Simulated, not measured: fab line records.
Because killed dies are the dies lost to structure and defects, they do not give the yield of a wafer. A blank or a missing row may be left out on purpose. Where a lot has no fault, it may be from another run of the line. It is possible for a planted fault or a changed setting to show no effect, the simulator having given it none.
Matching of chambers + flow nandHarc + NHARC_A_CHANNEL_FILL_D1_ALD_02 on aldHk-04 has 4 sister chambers
The step deposits SiO2, target thk 6 nm, pulse time 10 s, ald cycles 60. 8 wafers are shown with their chamber, then 12 later ones without.

== WAFERS PAIRED WITH THEIR CHAMBERS ==
| wafer  | chamber | heaterPowerOuterW (W) | heaterPowerW (W) |
|--------|---------|-----------------------|------------------|
| L085.6 | 0       | 275                   | 411              |
| L086.1 | 1       | 227                   | 426              |
| L088.1 | 1       | 225                   | 443              |
| L088.3 | 2       | 219                   | 410              |
| L088.6 | 0       | 279                   | 421              |
| L094.1 | 3       | 288                   | 505              |
| L094.3 | 2       | 220                   | 410              |
| L094.5 | 3       | 292                   | 507              |

== WAFERS MISSING THEIR CHAMBER ==
| wafer  | heaterPowerOuterW (W) | heaterPowerW (W) |
|--------|-----------------------|------------------|
| L096.2 | 217                   | 418              |
| L096.3 | 227                   | 447              |
| L096.4 | 293                   | 507              |
| L096.1 | 277                   | 422              |
| L096.5 | 298                   | 502              |
| L096.6 | 279                   | 420              |
| L095.1 | 222                   | 402              |
| L095.2 | 272                   | 424              |
| L095.3 | 283                   | 502              |
| L097.2 | 222                   | 415              |
| L097.3 | 272                   | 415              |
| L097.5 | 275                   | 420              |

== CHAMBER TAKEN BY EACH ==
| wafer  | from the rows above     | in truth |
|--------|-------------------------|----------|
| L096.2 | 2                       | 2        |
| L096.3 | 1                       | 1        |
| L096.4 | 3                       | 3        |
| L096.1 | 0                       | 0        |
| L096.5 | 3                       | 3        |
| L096.6 | 0                       | 0        |
| L095.1 | 2                       | 2        |
| L095.2 | 0                       | 0        |
| L095.3 | 3                       | 3        |
| L097.2 | can't be placed: 2 or 1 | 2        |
| L097.3 | 0                       | 0        |
| L097.5 | 0                       | 0        |
Correct placement for 11 of the 12. From these rows, 1 cannot be placed; in 1 the true chamber is one of the candidates. 0 placed wrongly.
How it was worked out, from the rows above alone: a wafer's distance from a chamber is the root of the sum, over the readings, of the square of ((its reading less the chamber's mean) divided by the reading's scatter). The wafer belongs to the nearest chamber; if the next one is less than 2 further off, it can't be placed. A chamber's mean is the mean of its shown wafers. The scatter: the root of (the sum of the squares of (reading less its chamber's mean) over the shown wafers, divided by (wafers less chambers)).
